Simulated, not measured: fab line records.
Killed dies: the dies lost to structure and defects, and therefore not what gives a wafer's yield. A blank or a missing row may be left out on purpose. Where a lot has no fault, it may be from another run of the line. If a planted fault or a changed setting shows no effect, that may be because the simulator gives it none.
fab line records	flow n5_finfet
[record] lots = 8	wafers = 24	last_day = 17
route steps=1938 shown PMOS_HMC_CHANNEL_EPI@68 FIN_SAQP@96 BEOL_M4@1111 PASSIVATION@1936
lots that met no fault: from a run of the same line without faults
start_h: the number of hours between the record's first day and the start of the first shown wafer of the lot	wait_h: hours elapsed since this lot's preceding step	" unchanged from the row above	L1.1+2: a single row standing in for several wafers	- either no value or no given start	* or withheld: withheld	< > ~ a bound
route shown NAME@n: a module of which the file shows steps, and the number in the route of the first	usual: mean/standard deviation of fault-free wafers	same: alike in all rows	chamber/n: place in a boat	sites: each site's reading	_std_site: the values' standard deviation	_edge_site: mean of outer sites minus mean of inner sites	radius_mm: for every site, how far away it sits from the centre of the wafer	mask NAME#n: copy n	behind: the most recent tool/chamber to have shaped the wafer	hold: reason for holding the lot/hours on hold/outcome of the hold	device: the n, p or np transistor that did not switch	end of line: the same wafers' tests at the end of the route	where a step has no rows: the recipe by itself	killed: dies lost to structure and defects at the first sort, not the wafer's yield	map: shows each die of a wafer: x if killed, . if not, _ if none is there
set.NAME: setting as actually run; set.NAME@STEP: the setting as run at that earlier step	model.NAME: the simulator's own value behind a step, which no gauge read
steps of the route over a sample of lots; a table a step, a row a wafer
services: a tool's chamber out of use, with start hour (start_h, from the record's first day; less than 0 if before it), hours out, and reason
[[steps]]
[step N5_PMOS_HMC_CHANNEL_EPI_DESCUM_14]
[recipe] chemistry = O2	time_s = 7.9	source_power_w = 50	bias_power_w = 20	pressure_mtorr = 20	rf_frequency_hz = 2.712e+07	temp_c = 40	resist = CAR-ArF-block	o2_flow_sccm = 225
[usual] drypump_motor_current_A = 5.9/0.34	oes_product_au = 0.77/0.08	rf_vpp_V = 243.6/0.97	showerhead_plenum_p_Torr = 2.12/0.041	throttle_valve_pct = 20.43/0.22
lot.wafer	tool	chamber	start_h	wait_h	drypump_motor_current_A	oes_product_au	rf_hours_counter_h	rf_vpp_V	showerhead_plenum_p_Torr	throttle_valve_pct
L711.2	rie_diel-05	3	17.58	0.2	6.0	0.74	174	243.7	2.18	20.38
L711.3	"	1	"	"	5.9	0.69	253	243.6	2.14	20.43
L711.4	"	2	"	"	5.5	0.91	-	243.9	2.14	20.30
L713.1	rie_diel-02	2	29.95	0.3	6.3	0.71	217	244.5	2.15	20.73
L713.2	"	3	"	"	5.7	0.77	102	242.6	2.11	20.10
L713.5	"	2	"	"	6.3	0.71	-	243.3	2.15	20.73
L718.1	rie_diel-02	2	59.10	0.0	6.3	0.70	225	245.3	2.15	20.76
L718.2	"	1	"	"	6.4	0.77	134	242.9	2.09	20.57
L718.6	"	1	"	"	6.4	0.77	-	243.9	2.09	20.59
L722.2	rie_diel-01	0	83.66	0.7	6.3	0.69	221	243.3	2.16	20.31
L722.4	"	2	"	"	5.5	0.71	181	244.2	2.17	20.70
L722.5	"	0	"	"	6.3	0.69	-	242.9	2.16	20.29
L723.2	rie_diel-01	1	89.30	0.1	5.9	0.71	201	242.1	2.07	20.34
L723.3	"	2	"	"	5.5	0.72	182	244.5	2.17	20.70
L723.6	"	3	"	"	5.8	0.82	-	241.9	2.03	20.62
L726.2	rie_diel-02	2	107.32	0.0	6.3	0.69	240	243.3	2.14	20.77
L726.3	"	1	"	"	6.4	0.76	148	244.1	2.09	20.59
L726.6	"	2	"	"	6.3	0.70	-	243.3	2.14	20.78
L728.1	rie_diel-01	2	119.44	0.2	5.5	0.70	192	243.9	2.17	20.73
L728.4	"	0	"	"	6.3	0.68	230	244.8	2.16	20.30
L728.5	"	2	"	"	5.5	0.71	-	243.3	2.17	20.71
L731.1	rie_diel-02	2	137.74	0.4	6.3	0.69	250	244.0	2.14	20.78
L731.4	"	0	"	"	5.4	0.82	64	243.7	2.11	20.30
L731.5	"	1	"	"	6.4	0.76	-	243.8	2.08	20.62
[step N5_PMOS_HMC_CHANNEL_EPI_THK_MEAS_22]
[recipe] reads = SiGe30_of_PMOS_HMC_CHANNEL_EPI_EPI_20
[usual] HMC_CMP_THK = 53.8/0.49
lot.wafer	tool	chamber	start_h	wait_h	HMC_CMP_THK[nm]
L711.2	film_metro-02	-	19.85	-	54.4
L711.3	"	-	"	"	54.4
L711.4	"	-	"	"	54.0
L713.1	film_metro-01	-	32.21	-	53.3
L713.2	"	-	"	"	53.7
L713.5	"	-	"	"	53.5
L718.1	film_metro-02	-	61.36	-	54.7
L718.2	"	-	"	"	54.4
L718.6	"	-	"	"	55.0
L722.2	film_metro-01	-	86.32	-	54.0
L722.4	"	-	"	"	53.3
L722.5	"	-	"	"	53.3
L723.2	film_metro-02	-	91.98	-	53.5
L723.3	"	-	"	"	53.1
L723.6	"	-	"	"	53.6
L726.2	film_metro-01	-	109.57	-	53.0
L726.3	"	-	"	"	54.2
L726.6	"	-	"	"	53.5
L728.1	film_metro-01	-	122.14	-	53.7
L728.4	"	-	"	"	53.5
L728.5	"	-	"	"	53.6
L731.1	film_metro-01	-	140.00	-	53.9
L731.4	"	-	"	"	53.4
L731.5	"	-	"	"	53.4
[step N5_FIN_SAQP_HM_DEP_03]
[recipe] material = SiNx	target_thk_a = 380	temp_c = 400	precursor = SiH4/NH3/N2	pressure_torr = 1.5	rf_w = 300	time_s = 33.6
[usual] heater_power_w = 820/120	showerhead_plenum_p_Torr = 5.11/0.056	throttle_valve_pct = 39.2/1.6
lot.wafer	tool	chamber	start_h	wait_h	heater_power_w	showerhead_plenum_p_Torr	throttle_valve_pct
L711.2	pecvd-02	2	20.86	0.2	971	5.15	38.0
L711.3	"	1	"	"	612	5.12	40.4
L711.4	"	0	"	"	829	5.13	40.0
L713.1	pecvd-01	0	33.23	0.2	645	5.07	42.4
L713.2	"	1	"	"	609	5.02	39.4
L713.5	"	1	"	"	610	5.03	39.0
L718.1	pecvd-01	2	63.03	0.2	787	5.19	35.0
L718.2	"	1	"	"	619	5.05	39.3
L718.6	"	1	"	"	625	5.02	39.0
L722.2	pecvd-01	0	87.35	0.2	681	5.08	42.5
L722.4	"	1	"	"	592	5.02	39.0
L722.5	"	2	"	"	710	5.17	35.1
L723.2	pecvd-04	1	94.13	0.2	798	5.09	38.4
L723.3	"	2	"	"	887	5.03	38.4
L723.6	"	2	"	"	878	5.03	38.3
L726.2	pecvd-04	1	110.61	0.2	920	5.09	38.4
L726.3	"	0	"	"	863	5.17	39.9
L726.6	"	1	"	"	925	5.09	38.7
L728.1	pecvd-04	1	123.16	0.2	858	5.09	38.3
L728.4	"	0	"	"	854	5.16	40.0
L728.5	"	1	"	"	888	5.07	38.4
L731.1	pecvd-02	0	141.02	0.2	845	5.13	40.5
L731.4	"	0	"	"	851	5.14	40.5
L731.5	"	2	"	"	935	5.15	38.7
[step N5_FIN_SAQP_THK_MEAS_05]
[usual] thk_nm = 37.7/0.47
lot.wafer	tool	chamber	start_h	wait_h	thk_nm
L711.2	film_metro-01	-	20.95	0.1	38.1
L711.3	"	-	"	"	37.6
L711.4	"	-	"	"	38.8
L713.1	film_metro-01	-	33.33	0.1	37.4
L713.2	"	-	"	"	37.9
L713.5	"	-	"	"	38.0
L718.1	film_metro-02	-	63.11	0.1	50.9
L718.2	"	-	"	"	37.4
L718.6	"	-	"	"	38.0
L722.2	film_metro-02	-	87.43	0.1	37.4
L722.4	"	-	"	"	38.5
L722.5	"	-	"	"	52.1
L723.2	film_metro-01	-	94.22	0.1	37.2
L723.3	"	-	"	"	37.7
L723.6	"	-	"	"	38.2
L726.2	film_metro-02	-	110.70	0.1	37.7
L726.3	"	-	"	"	37.1
L726.6	"	-	"	"	38.1
L728.1	film_metro-02	-	123.25	0.1	37.9
L728.4	"	-	"	"	37.8
L728.5	"	-	"	"	38.0
L731.1	film_metro-01	-	141.11	0.1	37.6
L731.4	"	-	"	"	37.8
L731.5	"	-	"	"	37.9
[step N5_FIN_SAQP_CD_MEAS_16]
[recipe] target_cd_nm = 35.6	landing_energy_ev = 500	detector = se_inlens
[usual] cd_nm = 35.66/0.27
lot.wafer	tool	chamber	start_h	wait_h	cd_nm
L711.2	cd_sem-02	0	21.52	-	35.97
L711.3	"	0	"	"	35.29
L711.4	"	0	"	"	35.71
L713.1	cd_sem-02	0	34.02	-	35.58
L713.2	"	0	"	"	35.54
L713.5	"	0	"	"	35.39
L718.1	cd_sem-03	0	63.80	-	35.66
L718.2	"	0	"	"	36.09
L718.6	"	0	"	"	35.47
L722.2	cd_sem-02	0	88.13	-	35.95
L722.4	"	0	"	"	36.15
L722.5	"	0	"	"	35.71
L723.2	cd_sem-02	0	94.92	-	35.83
L723.3	"	0	"	"	36.03
L723.6	"	0	"	"	35.84
L726.2	cd_sem-01	0	111.39	-	35.39
L726.3	"	0	"	"	35.71
L726.6	"	0	"	"	35.48
L728.1	cd_sem-02	0	123.94	-	35.67
L728.4	"	0	"	"	36.01
L728.5	"	0	"	"	35.81
L731.1	cd_sem-03	0	141.81	-	35.56
L731.4	"	0	"	"	35.31
L731.5	"	0	"	"	35.61
[step N5_FIN_SAQP_HM_OPEN_33]
[recipe] chemistry = CH3F/O2	target = SiNx	mask_material = SiO2	target_depth_a = 494	time_s = 70.6	pressure_mtorr = 30	source_w = 395	bias_w = 73	Ar_flow_sccm = 150	CH3F_flow_sccm = 30	O2_flow_sccm = 20	ion_energy_ev = 120	ends = cleared
[usual] drypump_motor_current_A = 5.6/0.34	etch_rf_on_time_s = 69.0/1.7	oes_ar_750_au = 0.80/0.092	oes_product_au = 0.68/0.084	rf_vpp_V = 297.9/2.7	showerhead_plenum_p_Torr = 2.03/0.061	throttle_valve_pct = 16.3/0.31
lot.wafer	tool	chamber	start_h	wait_h	drypump_motor_current_A	etch_rf_on_time_s	oes_ar_750_au	oes_product_au	rf_hours_counter_h	rf_vpp_V	showerhead_plenum_p_Torr	throttle_valve_pct
L711.2	rie_diel-03	2	25.35	0.0	5.6	70.9	0.71	0.59	232	297.5	1.90	16.3
L711.3	"	0	"	"	5.0	69.8	0.69	0.58	245	294.6	1.97	16.7
L711.4	"	2	"	"	5.7	71.8	0.71	0.60	-	298.0	1.90	16.3
L713.1	rie_diel-06	0	37.75	0.0	5.5	69.5	0.77	0.65	146	293.1	2.01	16.1
L713.2	"	3	"	"	6.5	71.1	0.75	0.64	158	301.8	2.08	16.4
L713.5	"	3	"	"	6.5	70.0	0.76	0.64	-	302.7	2.08	16.4
L718.1	rie_diel-06	1	68.82	0.2	5.3	91.2	0.80	0.69	97	294.1	1.93	16.6
L718.2	"	2	"	"	5.0	67.9	0.86	0.75	52	295.3	1.96	16.5
L718.6	"	1	"	"	5.3	68.2	0.80	0.69	-	292.8	1.93	16.5
L722.2	rie_diel-06	1	93.63	0.1	5.3	67.1	0.80	0.68	103	294.1	1.93	16.6
L722.4	"	3	"	"	6.5	71.4	0.74	0.62	177	301.6	2.08	16.5
L722.5	"	2	"	"	5.0	94.9	0.85	0.72	-	294.7	1.96	16.5
L723.2	rie_diel-03	1	100.90	0.0	5.6	70.7	0.72	0.60	206	300.9	1.99	16.4
L723.3	"	3	"	"	5.7	70.3	0.69	0.59	231	300.1	2.06	16.9
L723.6	"	0	"	"	5.0	70.4	0.93	0.79	-	291.9	1.97	16.3
L726.2	rie_diel-06	3	115.46	0.0	6.5	70.4	0.73	0.61	185	301.9	2.07	16.5
L726.3	"	2	"	"	5.0	68.1	0.84	0.71	69	297.3	1.95	16.5
L726.6	"	2	"	"	5.0	70.1	0.84	0.71	-	296.5	1.95	16.5
L728.1	rie_diel-03	0	128.06	0.1	5.1	69.5	0.91	0.78	20	293.9	1.96	16.3
L728.4	"	2	"	"	5.6	69.6	0.93	0.80	8	302.5	2.14	15.9
L728.5	"	3	"	"	5.7	70.0	0.68	0.58	-	301.1	2.05	16.9
L731.1	rie_diel-04	3	146.19	0.0	5.5	66.7	0.92	0.79	22	297.9	2.04	15.8
L731.4	"	0	"	"	5.4	67.9	0.84	0.72	51	298.1	2.11	16.5
L731.5	"	2	"	"	5.7	67.4	0.87	0.76	-	298.4	2.04	15.8
[step N5_BEOL_M4_RC_MEAS_101]
[usual] DIBL_N = 36.4/1.4	DIBL_P = 36.3/1.8	IOFF_N = 0.163/0.024	IOFF_P = 0.21/0.034	ION_N = 673/11	ION_P = 461/7.4	SS_N = 71.6/0.52	SS_P = 73.3/0.58	VT_N = 249.4/2.5	VT_P = -250/3.5
lot.wafer	tool	chamber	start_h	wait_h	DIBL_N[mV/V]	DIBL_P[mV/V]	IOFF_N[nA/um]	IOFF_P[nA/um]	ION_N[uA/um]	ION_P[uA/um]	SS_N[mV/dec]	SS_P[mV/dec]	VT_N[mV]	VT_P[mV]
L711.2	prober-02	0	168.13	0.2	36.6	36.5	0.169	0.20	686	462	70.9	72.7	248.1	-253
L711.3	"	0	"	"	35.5	34.1	0.153	0.18	669	451	70.7	72.3	248.6	-252
L711.4	"	0	"	"	36.9	37.0	0.187	0.21	699	465	71.5	73.4	246.2	-252
L713.1	prober-01	0	175.17	0.0	37.2	38.0	0.170	0.25	663	456	71.9	73.8	245.9	-246
L713.2	"	0	"	"	37.2	37.4	0.169	0.24	668	462	71.2	73.4	249.0	-248
L713.5	"	0	"	"	37.5	38.2	0.181	0.24	666	459	71.9	73.8	246.9	-248
L718.1	prober-01	0	209.37	0.0	32.6	33.5	0.113	0.15	641	442	71.1	72.8	257.4	-255
L718.2	"	0	"	"	35.7	37.6	0.168	0.22	668	455	71.9	73.5	249.8	-252
L718.6	"	0	"	"	34.1	35.9	0.138	0.19	656	455	71.8	73.8	253.2	-254
L722.2	prober-01	0	228.92	0.2	34.6	33.8	0.134	0.18	676	462	71.2	71.9	249.4	-255
L722.4	"	0	"	"	36.2	35.3	0.156	0.19	675	458	71.5	74.2	248.3	-251
L722.5	"	0	"	"	34.2	32.9	0.117	0.16	664	458	71.6	72.8	252.8	-256
L723.2	prober-01	0	239.74	0.2	35.9	36.1	0.165	0.21	677	465	71.0	73.2	247.3	-251
L723.3	"	0	"	"	38.3	39.3	0.228	0.28	700	470	71.9	74.8	245.2	-246
L723.6	"	0	"	"	35.1	35.2	0.151	0.20	670	458	71.2	73.3	249.2	-251
L726.2	prober-01	0	260.35	0.2	35.4	36.8	0.153	0.22	674	461	71.8	72.6	250.4	-249
L726.3	"	0	"	"	34.9	35.6	0.145	0.20	648	450	71.6	73.0	251.5	-251
L726.6	"	0	"	"	36.1	36.5	0.154	0.21	666	458	71.9	73.0	252.0	-251
L728.1	prober-01	0	266.60	0.0	36.4	37.2	0.175	0.22	676	461	71.5	73.4	248.3	-248
L728.4	"	0	"	"	34.9	35.6	0.147	0.19	683	465	70.5	72.6	248.1	-251
L728.5	"	0	"	"	35.2	36.2	0.153	0.19	682	468	70.8	72.1	249.0	-251
L731.1	prober-01	0	286.41	0.0	39.8	39.1	0.201	0.26	667	458	71.8	74.0	250.8	-245
L731.4	"	0	"	"	38.6	37.8	0.186	0.25	684	467	71.5	73.6	249.1	-245
L731.5	"	0	"	"	38.2	37.4	0.171	0.23	666	463	71.7	73.3	248.9	-247
[step N5_PASSIVATION_PROBE_49]
[usual] defect_limited_yield = 91.4/1.6	killed_at_M0_to_M3 = 34/12	killed_at_M4_up = 13/5.2	killed_at_contacts = 11/5.5	killed_at_front_end = 40/13	killed_at_other = 3.4/2.7	killed_dies = 102/19	killed_on_rim = 13/4.3	killed_open = 66/15	killed_short = 33/7.9	sort_bin_5_function = 5.1/1.1	sort_bin_6_memory = 3.2/0.7	sort_bin_8_speed = 0/0	sort_n_pass = 1078/19	sort_yield_pct = 91.4/1.6
[same] gross_dies = 1180	killed_at_back_side = 0	sort_bin_4_leakage[%] = 0
lot.wafer	tool	chamber	start_h	wait_h	defect_limited_yield[%]	killed_at_M0_to_M3	killed_at_M4_up	killed_at_contacts	killed_at_front_end	killed_at_other	killed_dies	killed_on_rim	killed_open	killed_short	sort_bin_5_function[%]	sort_bin_6_memory[%]	sort_bin_8_speed[%]	sort_n_pass	sort_yield_pct[%]
L711.2	prober-01	-	267.58	0.1	91.9	37	16	3	38	2	96	11	73	21	5.0	3.0	0	1084	91.9
L711.3	prober-01	-	267.63	0.2	93.0	20	18	11	34	0	83	15	54	23	4.2	2.3	0	1097	93.0
L711.4	prober-01	-	267.68	0.2	90.8	37	17	11	34	9	108	13	69	34	5.1	3.7	0	1072	90.8
L713.1	prober-02	-	277.43	0.0	91.0	48	13	9	30	6	106	15	73	32	5.8	3.0	0	1074	91.0
L713.2	prober-02	-	277.48	0.1	93.4	21	12	13	25	7	78	12	54	20	3.8	2.8	0	1102	93.4
L713.5	prober-02	-	277.63	0.2	91.1	30	9	6	46	14	105	15	64	38	5.1	3.6	0	1075	91.1
L718.1	prober-01	-	319.94	0.0	90.3	53	21	10	28	3	115	16	71	40	5.0	4.5	0.42	1060	89.8
L718.2	prober-01	-	319.99	0.1	90.6	43	17	9	40	2	111	13	75	36	5.5	3.6	0	1069	90.6
L718.6	prober-01	-	320.19	0.3	91.5	40	9	10	40	1	100	17	62	35	5.4	2.8	0	1080	91.5
L722.2	prober-02	-	341.65	0.1	88.1	60	13	21	40	6	140	20	85	49	6.5	4.5	0	1040	88.1
L722.4	prober-02	-	341.75	0.2	86.8	63	22	25	43	3	156	29	92	58	7.9	4.5	0	1024	86.8
L722.5	prober-02	-	341.80	0.2	90.8	47	3	20	37	1	108	17	71	33	5.3	3.4	0	1072	90.8
L723.2	prober-01	-	357.12	0.1	90.5	16	16	7	64	9	112	15	78	32	5.3	3.8	0	1068	90.5
L723.3	prober-01	-	357.17	0.1	89.7	33	15	5	66	3	122	14	84	37	5.7	4.5	0	1058	89.7
L723.6	prober-01	-	357.32	0.3	91.1	14	16	2	69	4	105	18	71	32	5.4	3.2	0	1075	91.1
L728.1	prober-01	-	370.65	0.0	90.8	33	18	7	49	1	108	18	72	36	6.0	2.9	0	1072	90.8
L728.4	prober-01	-	370.80	0.2	90.8	38	9	22	38	1	108	15	55	53	5.6	3.2	0	1072	90.8
L728.5	prober-01	-	370.85	0.2	90.3	28	11	14	57	4	114	15	77	35	6.3	3.1	0	1066	90.3
L726.2	prober-01	-	381.06	0.1	91.5	39	8	3	50	0	100	11	60	39	4.7	3.6	0	1080	91.5
L726.3	prober-01	-	381.11	0.1	86.8	72	7	21	54	2	156	17	113	42	7.9	4.8	0	1024	86.8
L726.6	prober-01	-	381.26	0.3	90.1	44	12	4	54	3	117	15	73	42	5.9	3.5	0	1063	90.1
L731.1	prober-01	-	400.61	0.0	90.0	31	14	12	61	0	118	18	81	37	5.2	4.5	0	1062	90.0
L731.4	prober-01	-	400.76	0.2	90.4	48	9	8	45	3	113	16	75	38	5.9	3.3	0	1067	90.4
L731.5	prober-01	-	400.81	0.2	91.6	43	16	12	26	2	99	13	66	30	4.8	3.3	0	1081	91.6
// killed by level:class
L711.2 STI_FIN_REVEAL:geometric_particle:open=14 BEOL_M4:geometric_particle:open=11 BEOL_M3:geometric_particle:open=9 BEOL_M0_SAQP:geometric_particle:short=7 FIN_SAQP:geometric_particle:open=6 BEOL_M1:geometric_particle:open=6 BEOL_M2:geometric_particle:open=6 FIN_SAQP:geometric_particle:short=5
L711.3 MOL_CONTACT_COAG:geometric_particle:open=10 BEOL_M4:geometric_particle:open=8 DUMMY_GATE:geometric_particle:open=6 FIN_SAQP:geometric_particle:open=5 FIN_SAQP:geometric_particle:short=5 BEOL_M0_SAQP:geometric_particle:open=5 STARTING-WAFER:geometric_particle:short=4 HKMG_FIN:area_etch=4
L711.4 BEOL_M0_SAQP:geometric_particle:open=10 MOL_CONTACT_COAG:geometric_particle:open=9 BEOL_M0:geometric_particle:open=8 BEOL_M0_SAQP:geometric_particle:short=6 GATE_CUT:geometric_particle:short=5 BEOL_M2:geometric_particle:open=5 MIM_TOP:geometric_particle:open=5 FIN_SAQP:geometric_particle:short=4
L713.1 BEOL_M2:geometric_particle:open=19 DUMMY_GATE:geometric_particle:open=7 STI_FIN_REVEAL:geometric_particle:open=6 MOL_CONTACT_COAG:geometric_particle:open=6 BEOL_M2:geometric_particle:short=6 BEOL_M1:geometric_particle:open=5 BEOL_M3:geometric_particle:open=5 BEOL_M0_SAQP:geometric_particle:short=4
L713.2 MOL_CONTACT_COAG:geometric_particle:open=10 BEOL_M4:geometric_particle:open=7 STI_FIN_REVEAL:geometric_particle:open=6 BEOL_M0:geometric_particle:open=6 GATE_CUT:geometric_particle:open=4 BEOL_M1:geometric_particle:open=4 BEOL_M2:geometric_particle:open=4 ILD0:geometric_particle:open=3
L713.5 STI_FIN_REVEAL:geometric_particle:open=9 BEOL_M0_SAQP:geometric_particle:short=9 DUMMY_GATE:geometric_particle:open=7 BEOL_M4:geometric_particle:open=7 FIN_SAQP:geometric_particle:open=6 FIN_SAQP:geometric_particle:short=6 MOL_CONTACT_COAG:geometric_particle:open=5 PASS1_CAP:geometric_particle:short=5
L718.1 BEOL_M0_SAQP:geometric_particle:open=20 BEOL_M0_SAQP:geometric_particle:short=15 GATE_CUT:geometric_particle:short=8 MOL_CONTACT_COAG:geometric_particle:open=7 BEOL_M1:geometric_particle:open=6 BEOL_M2:geometric_particle:open=6 BEOL_M4:geometric_particle:open=5 GATE_CUT:geometric_particle:open=4
L718.2 STI_FIN_REVEAL:geometric_particle:open=11 GATE_CUT:geometric_particle:short=10 MOL_CONTACT_COAG:geometric_particle:open=9 BEOL_M1:geometric_particle:open=9 BEOL_M0_SAQP:geometric_particle:open=8 BEOL_M2:geometric_particle:open=7 BEOL_M0_SAQP:geometric_particle:short=6 BEOL_M4:geometric_particle:open=5
L718.6 BEOL_M1:geometric_particle:open=11 STI_FIN_REVEAL:geometric_particle:open=10 BEOL_M0_SAQP:geometric_particle:short=10 MOL_CONTACT_COAG:geometric_particle:open=9 BEOL_M0_SAQP:geometric_particle:open=8 DUMMY_GATE:geometric_particle:open=7 GATE_CUT:geometric_particle:short=5 FIN_SAQP:geometric_particle:open=4
L722.2 BEOL_M0_SAQP:geometric_particle:open=19 MOL_CONTACT_COAG:geometric_particle:open=16 BEOL_M0_SAQP:geometric_particle:short=16 BEOL_M2:geometric_particle:open=8 BEOL_M3:geometric_particle:open=7 FIN_SAQP:geometric_particle:short=6 FIN_SAQP:geometric_particle:open=5 MOL_CONTACT_COAG:geometric_particle:short=5
L722.4 BEOL_M0_SAQP:geometric_particle:short=22 MOL_CONTACT_COAG:geometric_particle:open=18 BEOL_M4:geometric_particle:open=13 BEOL_M0_SAQP:geometric_particle:open=12 BEOL_M2:geometric_particle:open=12 FIN_SAQP:geometric_particle:short=10 FIN_SAQP:geometric_particle:open=8 GATE_CUT:geometric_particle:short=7
L722.5 MOL_CONTACT_COAG:geometric_particle:open=18 BEOL_M2:geometric_particle:open=17 BEOL_M0_SAQP:geometric_particle:open=10 BEOL_M0_SAQP:geometric_particle:short=10 STI_FIN_REVEAL:geometric_particle:open=6 GATE_CUT:geometric_particle:open=5 FIN_SAQP:geometric_particle:short=4 ILD0:geometric_particle:short=4
L723.2 STI_FIN_REVEAL:geometric_particle:open=13 FIN_SAQP:geometric_particle:open=8 FIN_SAQP:geometric_particle:short=7 BEOL_M1:geometric_particle:open=7 STI_FIN_REVEAL:geometric_particle:short=6 DUMMY_GATE:geometric_particle:open=6 MOL_CONTACT_COAG:geometric_particle:open=6 SPACER0:geometric_particle:open=4
L723.3 FIN_SAQP:geometric_particle:open=19 FIN_SAQP:geometric_particle:short=13 STI_FIN_REVEAL:geometric_particle:open=13 BEOL_M0_SAQP:geometric_particle:short=7 BEOL_M0_SAQP:geometric_particle:open=6 BEOL_M0:geometric_particle:open=6 BEOL_M4:geometric_particle:open=5 STARTING-WAFER:geometric_particle:open=5
L723.6 STI_FIN_REVEAL:geometric_particle:open=26 FIN_SAQP:geometric_particle:open=12 FIN_SAQP:geometric_particle:short=6 STI_FIN_REVEAL:geometric_particle:short=4 SPACER0:geometric_particle:short=4 BEOL_M4:geometric_particle:open=4 STARTING-WAFER:geometric_particle:open=4 BEOL_M1:geometric_particle:short=3
L728.1 FIN_SAQP:geometric_particle:open=15 FIN_SAQP:geometric_particle:short=8 BEOL_M4:geometric_particle:open=8 STI_FIN_REVEAL:geometric_particle:open=7 MOL_CONTACT_COAG:geometric_particle:open=7 BEOL_M0_SAQP:geometric_particle:open=7 BEOL_M2:geometric_particle:open=6 STI_FIN_REVEAL:geometric_particle:short=5
L728.4 MOL_CONTACT_COAG:geometric_particle:open=16 FIN_SAQP:geometric_particle:short=14 BEOL_M0_SAQP:geometric_particle:short=13 STI_FIN_REVEAL:geometric_particle:open=7 BEOL_M0_SAQP:geometric_particle:open=7 MOL_CONTACT_COAG:geometric_particle:short=6 BEOL_M4:geometric_particle:open=6 GATE_CUT:geometric_particle:short=5
L728.5 FIN_SAQP:geometric_particle:open=17 STI_FIN_REVEAL:geometric_particle:open=15 MOL_CONTACT_COAG:geometric_particle:open=11 FIN_SAQP:geometric_particle:short=10 BEOL_M2:geometric_particle:open=8 BEOL_M0_SAQP:geometric_particle:short=7 BEOL_M0_SAQP:geometric_particle:open=6 BEOL_M4:geometric_particle:open=5
L726.2 FIN_SAQP:geometric_particle:open=15 FIN_SAQP:geometric_particle:short=10 BEOL_M2:geometric_particle:open=9 BEOL_M0_SAQP:geometric_particle:open=7 BEOL_M3:geometric_particle:open=7 GATE_CUT:geometric_particle:short=5 BEOL_M0_SAQP:geometric_particle:short=5 STARTING-WAFER:geometric_particle:short=5
L726.3 BEOL_M1:geometric_particle:open=19 BEOL_M0_SAQP:geometric_particle:open=17 BEOL_M3:geometric_particle:open=15 FIN_SAQP:geometric_particle:open=14 MOL_CONTACT_COAG:geometric_particle:open=13 STI_FIN_REVEAL:geometric_particle:open=10 MOL_CONTACT_COAG:geometric_particle:short=8 BEOL_M0_SAQP:geometric_particle:short=8
L726.6 FIN_SAQP:geometric_particle:open=18 BEOL_M0_SAQP:geometric_particle:short=14 BEOL_M0_SAQP:geometric_particle:open=10 FIN_SAQP:geometric_particle:short=9 STI_FIN_REVEAL:geometric_particle:open=8 DUMMY_GATE:geometric_particle:open=8 BEOL_M1:geometric_particle:open=7 BEOL_M4:geometric_particle:open=5
L731.1 FIN_SAQP:geometric_particle:open=17 FIN_SAQP:geometric_particle:short=10 BEOL_M1:geometric_particle:open=10 STI_FIN_REVEAL:geometric_particle:open=9 MOL_CONTACT_COAG:geometric_particle:open=7 STI_FIN_REVEAL:geometric_particle:short=6 DUMMY_GATE:geometric_particle:open=6 BEOL_M2:geometric_particle:open=6
L731.4 FIN_SAQP:geometric_particle:open=13 BEOL_M2:geometric_particle:open=9 BEOL_M3:geometric_particle:open=9 FIN_SAQP:geometric_particle:short=8 MOL_CONTACT_COAG:geometric_particle:open=8 BEOL_M1:geometric_particle:open=8 GATE_CUT:geometric_particle:short=7 BEOL_M0_SAQP:geometric_particle:short=6
L731.5 BEOL_M1:geometric_particle:open=15 MOL_CONTACT_COAG:geometric_particle:open=11 BEOL_M2:geometric_particle:open=10 STI_FIN_REVEAL:geometric_particle:open=6 FIN_SAQP:geometric_particle:short=5 BEOL_M0_SAQP:geometric_particle:short=4 BEOL_M2:geometric_particle:short=4 STI_FIN_REVEAL:geometric_particle:short=3
[[services]]
tool	chamber	start_h	hours	kind
rie_diel-05	-	-6.25	2.8	pm
pecvd-01	0	1.91	1.9	repair
rie_diel-01	-	8.75	14.6	pm
pecvd-01	0	14.79	16.4	repair
rie_diel-06	2	19.45	22.1	repair
pecvd-01	-	19.75	1.6	repair
rie_diel-03	3	22.21	6.4	repair
rie_diel-03	0	39.72	-	clean
rie_diel-03	0	39.72	-	consumable_replace:focus_ring
rie_diel-03	0	39.72	26.3	scheduled_down
rie_diel-03	0	39.72	26.3	vent_cycle
rie_diel-02	0	49.56	4.1	repair
rie_diel-06	1	51.39	1.4	repair
pecvd-04	1	59.50	10.1	repair
rie_diel-05	0	72.95	3.1	repair
rie_diel-01	-	73.88	0.1	repair
rie_diel-05	3	94.96	1.2	repair
rie_diel-03	0	111.09	14.0	repair
pecvd-04	-	127.70	0.8	pm
pecvd-02	-	137.13	1.7	repair
rie_diel-02	2	138.40	-	clean
rie_diel-02	2	138.40	-	consumable_replace:focus_ring
rie_diel-02	2	138.40	25.0	scheduled_down
rie_diel-02	2	138.40	25.0	vent_cycle
[[key]]
[first_sign] step = N5_FIN_SAQP_THK_MEAS_05	reading = thk_nm	direction = up	sigmas = 29	usual = *	struck = *
[effect] step = N5_FIN_SAQP_HM_OPEN_33	reading = etch_rf_on_time_s	direction = up	sigmas = 14	usual = *	struck = *
met_at N5_FIN_SAQP_HM_DEP_03
struck_lots L718,L722
struck_wafers L718.1,L722.5
not_acting_at N5_PMOS_HMC_CHANNEL_EPI_DESCUM_14,N5_PMOS_HMC_CHANNEL_EPI_THK_MEAS_22,N5_FIN_SAQP_CD_MEAS_16
[fault] kind = process_parameter_drift	tool = pecvd-01	chamber = 2	onset_h = 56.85	steps = N5_FIN_SAQP_HM_DEP_03	channel = time_s	offset = *	shape = step	end_h = 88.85	acts_in = *	stated = *
